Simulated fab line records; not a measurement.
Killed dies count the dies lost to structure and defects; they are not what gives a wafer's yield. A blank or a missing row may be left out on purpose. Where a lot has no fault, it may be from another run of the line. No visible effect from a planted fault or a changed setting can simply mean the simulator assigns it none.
Chamber matching | flow n5_finfet | N5_BEOL_M9_CURE_72 on uv_cure-01: 3 sister chambers
The step cures SiCOH lowk, time 120 s. 27 wafers are shown with their chamber, then 12 later ones without.

== WAFERS, EACH WITH ITS CHAMBER ==
wafer  | chamber | wafer_temp_C_max | lamp_power_pct (%)
L075.1 | 0       | 371.6            | 52.41
L075.2 | 0       | 372.1            | 52.36
L075.6 | 0       | 371.9            | 52.30
L077.1 | 0       | 371.7            | 52.34
L077.3 | 0       | 371.4            | 52.31
L077.6 | 0       | 371.6            | 52.27
L079.1 | 2       | 371.5            | 52.24
L079.4 | 2       | 370.7            | 52.26
L079.5 | 2       | 371.1            | 52.30
L084.1 | 1       | 373.0            | 52.38
L084.3 | 1       | 372.7            | 52.20
L084.5 | 1       | 372.8            | 52.28
L083.1 | 2       | 370.6            | 52.35
L083.3 | 2       | 370.7            | 52.29
L083.5 | 2       | 370.9            | 52.22
L083.2 | 2       | 370.7            | 52.30
L083.4 | 2       | 371.3            | 52.34
L083.6 | 2       | 370.7            | 52.32
L086.3 | 2       | 370.7            | 52.27
L086.5 | 2       | 371.2            | 52.34
L086.6 | 2       | 371.3            | 52.32
L090.1 | 1       | 372.3            | 52.33
L090.2 | 1       | 372.3            | 52.29
L090.3 | 1       | 371.7            | 52.34
L092.2 | 0       | 371.8            | 52.29
L092.4 | 0       | 371.2            | 52.30
L092.5 | 0       | 371.3            | 52.24

SIGNATURES (means of the wafers above)
reading          | chamber 0 | chamber 1 | chamber 2 | scatter within a chamber
wafer_temp_C_max | 371.622   | 372.467   | 370.950   | 0.344
lamp_power_pct   | 52.3133   | 52.3033   | 52.2958   | 0.0494
Rule: a wafer's distance from a chamber is the root of the sum, over the readings, of the square of ((its reading less the chamber's mean) divided by the reading's scatter). If the next closest chamber is less than 2 further off than the closest, the wafer can't be placed; otherwise it belongs to the closest. How the scatter is found: for the shown wafers, subtract from each reading the mean of its chamber, square and add these, divide the total by (wafers less chambers), then take the root.

== WAFERS WHOSE CHAMBER IS MISSING ==
wafer  | wafer_temp_C_max | lamp_power_pct (%)
L091.2 | 372.3            | 52.31
L091.4 | 371.2            | 52.36
L091.6 | 371.3            | 52.31
L094.3 | 371.9            | 52.37
L094.4 | 371.6            | 52.38
L094.6 | 372.6            | 52.43
L096.2 | 373.0            | 52.28
L096.3 | 372.6            | 52.33
L096.5 | 372.2            | 52.19
L097.1 | 372.0            | 52.24
L097.4 | 372.0            | 52.39
L097.5 | 372.0            | 52.33

== CHAMBER TAKEN BY EACH ==
wafer  | from the rows above          | in truth
L091.2 | can't be placed: 1 or 0      | 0
L091.4 | can't be placed: 2 or 0      | 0
L091.6 | can't be placed: 0 or 2      | 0
L094.3 | can't be placed: 0 or 1 or 2 | 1
L094.4 | can't be placed: 0 or 2 or 1 | 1
L094.6 | can't be placed: 1 or 0      | 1
L096.2 | 1                            | 1
L096.3 | 1                            | 1
L096.5 | can't be placed: 1 or 0 or 2 | 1
L097.1 | can't be placed: 0 or 1 or 2 | 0
L097.4 | can't be placed: 0 or 1 or 2 | 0
L097.5 | can't be placed: 0 or 1 or 2 | 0
Placed correctly: 2 of 12. From these rows, 10 cannot be placed; in 10 the true chamber is one of the candidates. Placed wrongly: 0.
